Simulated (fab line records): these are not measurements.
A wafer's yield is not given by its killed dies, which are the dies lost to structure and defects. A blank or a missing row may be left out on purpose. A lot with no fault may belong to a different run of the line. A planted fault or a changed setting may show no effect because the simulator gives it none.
Matching of chambers | flow n5_finfet | ald_metal-02 running N5_MOL_CONTACT_COAG_ALD_20: 4 sister chambers
The step deposits TiN, target thk 1.5 nm, pulse time 1 s, purge time 3 s. 4 wafers are shown with their chamber, then 12 later ones without.

WAFERS PAIRED WITH THEIR CHAMBERS
wafer  | chamber | heater_power_w (W)
L086.2 | 0       | 1013
L088.4 | 2       | 927
L090.4 | 1       | 985
L090.6 | 3       | 808

WAFERS MISSING THEIR CHAMBER
wafer  | heater_power_w (W)
L092.2 | 819
L092.3 | 916
L092.4 | 1044
L094.1 | 993
L094.3 | 937
L094.5 | 939
L095.3 | 1025
L095.4 | 803
L095.5 | 917
L097.1 | 827
L097.3 | 972
L097.5 | 993

WHICH CHAMBER EACH WENT THROUGH
wafer  | from the rows above     | in truth
L092.2 | 3                       | 3
L092.3 | 2                       | 2
L092.4 | can't be placed: 0 or 1 | 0
L094.1 | can't be placed: 1 or 0 | 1
L094.3 | 2                       | 2
L094.5 | 2                       | 2
L095.3 | can't be placed: 0 or 1 | 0
L095.4 | 3                       | 3
L095.5 | 2                       | 2
L097.1 | 3                       | 3
L097.3 | can't be placed: 1 or 0 | 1
L097.5 | can't be placed: 1 or 0 | 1
Correct placement for 7 of the 12. Can't be placed from these rows: 5 (the true chamber is among the candidates in 5). Wrongly placed: 0.
How it was worked out, from the rows above alone: a wafer's distance from a chamber is the root of the sum, over the readings, of the square of ((its reading less the chamber's mean) divided by the reading's scatter). If the next closest chamber is less than 2 further off than the closest, the wafer can't be placed; otherwise it belongs to the closest. The mean given for a chamber averages the wafers shown for that chamber. The scatter (one wafer shown for each chamber): square how far every hidden wafer sits from the nearest shown wafer, average those squares and take the square root.
